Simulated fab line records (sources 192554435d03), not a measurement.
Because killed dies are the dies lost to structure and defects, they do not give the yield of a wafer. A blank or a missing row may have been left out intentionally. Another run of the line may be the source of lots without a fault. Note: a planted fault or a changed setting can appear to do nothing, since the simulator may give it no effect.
Chamber matching | flow n5 finfet | N5_BEOL_M7_STRIP_19 on rie diel-04: 4 sister chambers
The step strips in O2. 18 wafers are shown with their chamber, then 9 later ones without.

EACH WAFER AND ITS CHAMBER
wafer  | chamber | showerhead plenum p Torr (Torr) | drypump motor current A (A) | throttle valve pct (%)
L077.1 | 3       | 2.19                            | 5.9                         | 16.78
L077.3 | 0       | 1.96                            | 6.3                         | 16.91
L077.5 | 1       | 2.17                            | 6.0                         | 16.70
L076.1 | 1       | 2.17                            | 6.0                         | 16.72
L076.4 | 3       | 2.19                            | 5.9                         | 16.77
L076.5 | 0       | 1.96                            | 6.3                         | 16.91
L086.1 | 1       | 2.16                            | 6.0                         | 16.74
L086.3 | 0       | 1.96                            | 6.3                         | 16.95
L086.4 | 3       | 2.19                            | 6.0                         | 16.82
L085.2 | 3       | 2.18                            | 6.0                         | 16.82
L085.3 | 2       | 2.08                            | 5.4                         | 16.71
L085.4 | 1       | 2.16                            | 6.0                         | 16.76
L089.1 | 2       | 2.08                            | 5.4                         | 16.72
L089.2 | 1       | 2.16                            | 6.0                         | 16.77
L089.3 | 3       | 2.18                            | 5.9                         | 16.83
L092.1 | 0       | 1.95                            | 6.4                         | 16.96
L092.2 | 1       | 2.16                            | 6.1                         | 16.75
L092.4 | 3       | 2.18                            | 6.0                         | 16.84

SIGNATURES, as means of the wafers listed above
reading                  | chamber 0 | chamber 1 | chamber 2 | chamber 3 | scatter within a chamber
showerhead plenum p Torr | 1.9575    | 2.1633    | 2.0800    | 2.1850    | 0.00506
drypump motor current A  | 6.325     | 6.017     | 5.400     | 5.950     | 0.0469
throttle valve pct       | 16.9325   | 16.7400   | 16.7150   | 16.8100   | 0.0261
Rule: a wafer lies at a distance from a chamber equal to the root of the sum of squares, over the readings, of (its reading less the chamber's mean, divided by the reading's scatter). The wafer belongs to the nearest chamber; if the next one is less than 2 further off, it can't be placed. The scatter is the square root of a quotient: the sum, over the shown wafers, of each reading's squared deviation from its chamber's mean, divided by wafers minus chambers.

WAFERS WITH NO CHAMBER GIVEN
wafer  | showerhead plenum p Torr (Torr) | drypump motor current A (A) | throttle valve pct (%)
L091.1 | 2.18                            | 6.0                         | 16.82
L091.3 | 2.16                            | 6.0                         | 16.75
L091.6 | 2.18                            | 5.9                         | 16.85
L093.3 | 2.18                            | 5.9                         | 16.84
L093.5 | 2.18                            | 6.0                         | 16.84
L093.6 | 2.08                            | 5.4                         | 16.72
L096.4 | 2.08                            | 5.4                         | 16.73
L096.5 | 2.08                            | 5.4                         | 16.72
L096.6 | 2.16                            | 6.0                         | 16.79

WHICH CHAMBER EACH ONE RAN IN
wafer  | from the rows above | in truth
L091.1 | 3                   | 3
L091.3 | 1                   | 1
L091.6 | 3                   | 3
L093.3 | 3                   | 3
L093.5 | 3                   | 3
L093.6 | 2                   | 2
L096.4 | 2                   | 2
L096.5 | 2                   | 2
L096.6 | 1                   | 1
Correctly placed: 9 of 9. Number that these rows cannot place: 0. Placed wrongly: 0.
